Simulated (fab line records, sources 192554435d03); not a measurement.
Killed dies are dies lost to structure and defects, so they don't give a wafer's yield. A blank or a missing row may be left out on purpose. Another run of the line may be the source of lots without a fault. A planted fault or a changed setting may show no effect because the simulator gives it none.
Chamber matching | flow n5 finfet | N5_BEOL_M3_ALD_84 on ald metal-02: 4 sister chambers
The step deposits TaN, pulse time 2 s, purge time 3 s, co reactant purge time 2 s. 8 wafers are shown with their chamber, then 7 later ones without.

WAFERS WITH THEIR CHAMBER
wafer  | chamber | heater power w (W) | precursor vessel pressure torr (Torr)
L080.3 | 1       | 406                | 26.25
L084.5 | 3       | 380                | 26.29
L084.6 | 2       | 352                | 26.21
L088.3 | 2       | 357                | 26.25
L088.5 | 0       | 440                | 26.19
L088.6 | 1       | 393                | 26.25
L093.1 | 0       | 451                | 26.31
L093.3 | 3       | 360                | 26.22

WAFERS WITHOUT THEIR CHAMBER
wafer  | heater power w (W) | precursor vessel pressure torr (Torr)
L093.5 | 358                | 26.28
L096.1 | 349                | 26.22
L096.3 | 412                | 26.24
L096.4 | 455                | 26.23
L097.1 | 449                | 26.18
L097.3 | 369                | 26.27
L097.6 | 429                | 26.21

EACH ONE'S CHAMBER
wafer  | from the rows above     | in truth
L093.5 | can't be placed: 2 or 3 | 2
L096.1 | can't be placed: 2 or 3 | 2
L096.3 | 1                       | 1
L096.4 | 0                       | 0
L097.1 | 0                       | 0
L097.3 | can't be placed: 3 or 2 | 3
L097.6 | can't be placed: 0 or 1 | 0
Placed correctly: 3 of 7. Can't be placed from these rows: 4 (the true chamber is among the candidates in 4). Wrongly placed: 0.
How it was worked out, from the rows above alone: a wafer's distance from a chamber is the root of the sum, over the readings, of the square of ((its reading less the chamber's mean) divided by the reading's scatter). The wafer belongs to the nearest chamber; if the next one is less than 2 further off, it can't be placed. A chamber's mean is the mean of its shown wafers. The scatter: take each reading less its chamber's mean, square it, sum over the shown wafers, divide by the number of wafers less the number of chambers, and take the root.
